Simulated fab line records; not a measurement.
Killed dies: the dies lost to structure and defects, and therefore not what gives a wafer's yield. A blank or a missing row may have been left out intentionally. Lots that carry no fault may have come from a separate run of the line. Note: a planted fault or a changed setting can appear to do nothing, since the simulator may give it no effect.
Which tool was responsible? ; flow nand_harc ; 36 wafers from 12 lots sampled at 3 of the route's 1159 steps

WHAT THE GAUGES SHOWED, per wafer
NHARC_P_CONTACT_INSPECT_27.
lot;measured;on;raw_defect_count
L074;day 6 06:41;defect_inspect-02;214 205 231
L077;day 6 12:05;defect_inspect-01;258 367 366
L078;day 6 19:26;defect_inspect-01;189 186 164
L081;day 7 22:44;defect_inspect-01;122 176 127
L083;day 8 00:14;defect_inspect-01;286 242 159
L089;day 9 02:47;defect_inspect-02;305 429 277
L085;day 9 05:14;defect_inspect-01;379 675 514
L088;day 9 10:23;defect_inspect-01;385 288 296
L091;day 10 00:11;defect_inspect-01;188 219 174
L094;day 10 10:23;defect_inspect-02;240 234 121
L095;day 10 23:58;defect_inspect-02;464 527 245
L097;day 11 17:28;defect_inspect-02;325 171 227

EACH LOT AND THE TOOL THAT RAN IT (in order: tool; ch and the chambers of the sampled wafers; start)
lot;NHARC_P_CONTACT_DEP_00;NHARC_P_CONTACT_ALD_22
L074;pecvd-01 ch 0,2, day 5 20:25 or earlier;ald_metal-02 ch 1,3, day 5 20:25
L077;pecvd-02 ch 0,1,2, day 6 07:16 or earlier;ald_metal-02 ch 0,1,3, day 6 07:16
L078;pecvd-02 ch 0,1, day 6 16:50 or earlier;ald_metal-03 ch 1,2,3, day 6 16:50
L081;pecvd-01 ch 0,2, day 7 17:01 or earlier;ald_metal-02 ch 1,2,3, day 7 17:01
L083;pecvd-01 ch 0,2, day 7 22:58 or earlier;ald_metal-02 ch 0,1,2, day 7 22:58
L089;pecvd-01 ch 0,1, day 9 01:31 or earlier;ald_metal-01 ch 1,2, day 9 01:31
L085;pecvd-02 ch 0,1, day 9 03:59 or earlier;ald_metal-03 ch 1,2,3, day 9 03:59
L088;pecvd-02 ch 1,2, day 9 09:02 or earlier;ald_metal-03 ch 0,1, day 9 09:02
L091;pecvd-03 ch 0,1, day 9 20:34 or earlier;ald_metal-02 ch 0,1,2, day 9 20:34
L094;pecvd-01 ch 0,1,2, day 10 07:40 or earlier;ald_metal-03 ch 0,1,2, day 10 07:40
L095;pecvd-03 ch 0,1,2, day 10 22:46 or earlier;ald_metal-01 ch 0,2,3, day 10 22:46
L097;pecvd-02 ch 1,2, day 11 13:19 or earlier;ald_metal-02 ch 0,1, day 11 13:19
- NHARC_P_CONTACT_DEP_00: deposits SiO2, target thk 500 nm.
- NHARC_P_CONTACT_ALD_22: deposits TiN, target thk 3 nm, pulse time 1 s, ald cycles 150.

THE ANSWER, worked out from the rows above alone
Rule: the usual values come from the lots themselves. Put in order of their means at a reading, lots are off if they are a third of the lots or fewer, leave a main group of 4 or more, and stand apart from it by a gap of 3 or more times the standard deviation of the main group's means; of several such gaps the widest counts. A main group whose means are all the same, to the digits that the tables above print for the reading, isn't used. A lot without any number at a reading at which 4 lots or more have one is off too. Any other lot the step has rows for is counted as sound.
No lot is off at any reading shown: from this, nothing can be told.

WHAT HAD BEEN PUT IN BY THE SIMULATOR
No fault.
